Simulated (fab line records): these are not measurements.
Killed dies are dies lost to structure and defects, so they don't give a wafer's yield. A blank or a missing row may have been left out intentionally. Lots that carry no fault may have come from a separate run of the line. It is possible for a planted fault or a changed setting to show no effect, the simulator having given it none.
Matching of chambers -- flow n5Finfet -- N5_FIN_SAQP_MANDREL2_REMOVE_60 on rieSi-01 has 4 sister chambers
The step chemistry HBr/Cl2/O2, target a-Si, stops on SiNx, bt time 10 s. 8 wafers are shown with their chamber, then 12 later ones without.

WAFERS, EACH WITH ITS CHAMBER
wafer,chamber,drypumpMotorCurrentA (A),throttleValvePct (%)
L083.6,3,6.3,36.86
L085.1,3,6.3,36.83
L085.6,0,6.5,36.82
L087.1,1,4.7,36.81
L087.5,2,6.0,36.91
L092.1,0,6.4,36.83
L092.2,2,6.0,36.91
L092.3,1,4.7,36.82

WAFERS MISSING THEIR CHAMBER
wafer,drypumpMotorCurrentA (A),throttleValvePct (%)
L092.4,6.3,36.85
L092.5,6.3,36.86
L092.6,5.9,36.92
L096.1,6.0,36.91
L096.2,4.7,36.83
L096.3,6.5,36.82
L096.4,6.3,36.85
L096.5,6.3,36.85
L096.6,6.4,36.81
L097.1,6.3,36.86
L097.2,6.4,36.81
L097.3,4.7,36.80

WHICH CHAMBER EACH ONE RAN IN
wafer,from the rows above,in truth
L092.4,3,3
L092.5,3,3
L092.6,2,2
L096.1,2,2
L096.2,1,1
L096.3,0,0
L096.4,3,3
L096.5,3,3
L096.6,0,0
L097.1,3,3
L097.2,0,0
L097.3,1,1
Placed correctly: 12 of 12. Not placeable from these rows: 0. 0 placed wrongly.
How it was worked out, from the rows above alone: a wafer's distance from a chamber is the root of the sum, over the readings, of the square of ((its reading less the chamber's mean) divided by the reading's scatter). If the next closest chamber is less than 2 further off than the closest, the wafer can't be placed; otherwise it belongs to the closest. For every chamber, the mean is computed from those of its wafers that are shown. The scatter: the root of (the sum of the squares of (reading less its chamber's mean) over the shown wafers, divided by (wafers less chambers)).
